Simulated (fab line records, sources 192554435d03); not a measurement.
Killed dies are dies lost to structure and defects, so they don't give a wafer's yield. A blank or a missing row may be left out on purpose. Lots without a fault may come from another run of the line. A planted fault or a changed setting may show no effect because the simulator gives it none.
Chamber matching | flow n5_finfet | N5_BEOL_M7_DEP_56 on pecvd-01: 3 sister chambers
The step deposits SiCN from 3MS/NH3, target thk 10 nm, time 17.5 s. 3 wafers are shown with their chamber, then 9 later ones without.

WAFERS WITH THEIR CHAMBER
wafer  | chamber | throttle_valve_pct (%)
L088.4 | 0       | 9.3
L090.5 | 2       | 8.6
L090.6 | 1       | 9.6

WAFERS WITHOUT THEIR CHAMBER
wafer  | throttle_valve_pct (%)
L092.2 | 8.9
L092.4 | 9.0
L092.6 | 9.5
L094.1 | 9.1
L094.2 | 9.6
L094.6 | 9.4
L095.3 | 9.2
L095.5 | 9.3
L095.6 | 9.1

WHICH CHAMBER EACH WENT THROUGH
wafer  | from the rows above          | in truth
L092.2 | can't be placed: 2 or 0      | 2
L092.4 | can't be placed: 0 or 2 or 1 | 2
L092.6 | can't be placed: 1 or 0      | 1
L094.1 | can't be placed: 0 or 1 or 2 | 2
L094.2 | can't be placed: 1 or 0      | 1
L094.6 | can't be placed: 0 or 1      | 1
L095.3 | can't be placed: 0 or 1      | 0
L095.5 | can't be placed: 0 or 1      | 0
L095.6 | can't be placed: 0 or 1 or 2 | 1
Placed correctly: 0 of 9. Can't be placed from these rows: 9 (the true chamber is among the candidates in 9). Placed wrongly: 0.
How it was worked out, from the rows above alone: a wafer's distance from a chamber is the root of the sum, over the readings, of the square of ((its reading less the chamber's mean) divided by the reading's scatter). The wafer belongs to the nearest chamber; if the next one is less than 2 further off, it can't be placed. A chamber's mean is the mean of its shown wafers. The scatter: with one shown wafer a chamber, the root of the mean of the squares of how far each hidden wafer lies from its nearest shown one.
